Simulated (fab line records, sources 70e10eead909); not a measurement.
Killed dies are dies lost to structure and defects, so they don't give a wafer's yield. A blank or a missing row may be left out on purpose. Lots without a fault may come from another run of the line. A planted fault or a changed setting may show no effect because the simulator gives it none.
Chamber matching | flow nand_harc | NHARC_A_STAIRCASE_CMP_472 on cmp-02: 4 sister chambers
The step polishes SiO2. 24 wafers are shown with their chamber, then 12 later ones without.

WAFERS WITH THEIR CHAMBER
wafer  | chamber | motor_current_A (A) | retaining_ring_pressure_frac
L076.1 | 1       | 14.1                | 1.005
L076.2 | 0       | 9.8                 | 0.999
L076.6 | 1       | 13.8                | 1.010
L077.1 | 3       | 10.5                | 0.999
L077.2 | 2       | 11.1                | 1.004
L077.5 | 1       | 13.8                | 1.004
L079.1 | 0       | 9.3                 | 0.996
L079.3 | 2       | 11.1                | 0.996
L079.6 | 1       | 13.6                | 1.009
L081.2 | 0       | 9.8                 | 0.999
L081.3 | 2       | 11.6                | 0.993
L081.4 | 1       | 13.9                | 1.003
L083.1 | 2       | 11.1                | 1.001
L083.2 | 0       | 9.7                 | 1.003
L083.5 | 1       | 14.3                | 1.011
L084.3 | 2       | 11.6                | 1.004
L084.5 | 0       | 9.5                 | 0.991
L084.6 | 1       | 13.7                | 0.993
L087.1 | 1       | 13.9                | 1.005
L087.4 | 3       | 10.6                | 1.003
L087.5 | 1       | 13.7                | 1.000
L085.1 | 0       | 9.6                 | 0.997
L085.4 | 2       | 11.1                | 1.006
L085.6 | 3       | 10.8                | 1.004

SIGNATURES (means of the wafers above)
reading                      | chamber 0 | chamber 1 | chamber 2 | chamber 3 | scatter within a chamber
motor_current_A              | 9.617     | 13.867    | 11.267    | 10.633    | 0.218
retaining_ring_pressure_frac | 0.99750   | 1.00444   | 1.00067   | 1.00200   | 0.00486
Rule: a wafer's distance from a chamber is the root of the sum, over the readings, of the square of ((its reading less the chamber's mean) divided by the reading's scatter). The wafer belongs to the nearest chamber; if the next one is less than 2 further off, it can't be placed. The scatter: the root of (the sum of the squares of (reading less its chamber's mean) over the shown wafers, divided by (wafers less chambers)).

WAFERS WITHOUT THEIR CHAMBER
wafer  | motor_current_A (A) | retaining_ring_pressure_frac
L089.1 | 13.9                | 0.997
L089.4 | 11.1                | 0.993
L089.5 | 10.7                | 0.994
L092.2 | 9.9                 | 0.997
L092.3 | 10.4                | 1.003
L092.6 | 11.8                | 1.001
L094.2 | 9.4                 | 0.983
L094.3 | 13.6                | 1.004
L094.4 | 11.7                | 0.999
L097.1 | 10.4                | 1.007
L097.3 | 11.0                | 1.004
L097.5 | 11.2                | 1.004

WHICH CHAMBER EACH WENT THROUGH
wafer  | from the rows above     | in truth
L089.1 | 1                       | 1
L089.4 | can't be placed: 2 or 3 | 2
L089.5 | can't be placed: 3 or 2 | 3
L092.2 | 0                       | 0
L092.3 | 3                       | 3
L092.6 | 2                       | 2
L094.2 | 0                       | 0
L094.3 | 1                       | 1
L094.4 | 2                       | 2
L097.1 | 3                       | 3
L097.3 | can't be placed: 2 or 3 | 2
L097.5 | can't be placed: 2 or 3 | 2
Placed correctly: 8 of 12. Can't be placed from these rows: 4 (the true chamber is among the candidates in 4). Placed wrongly: 0.
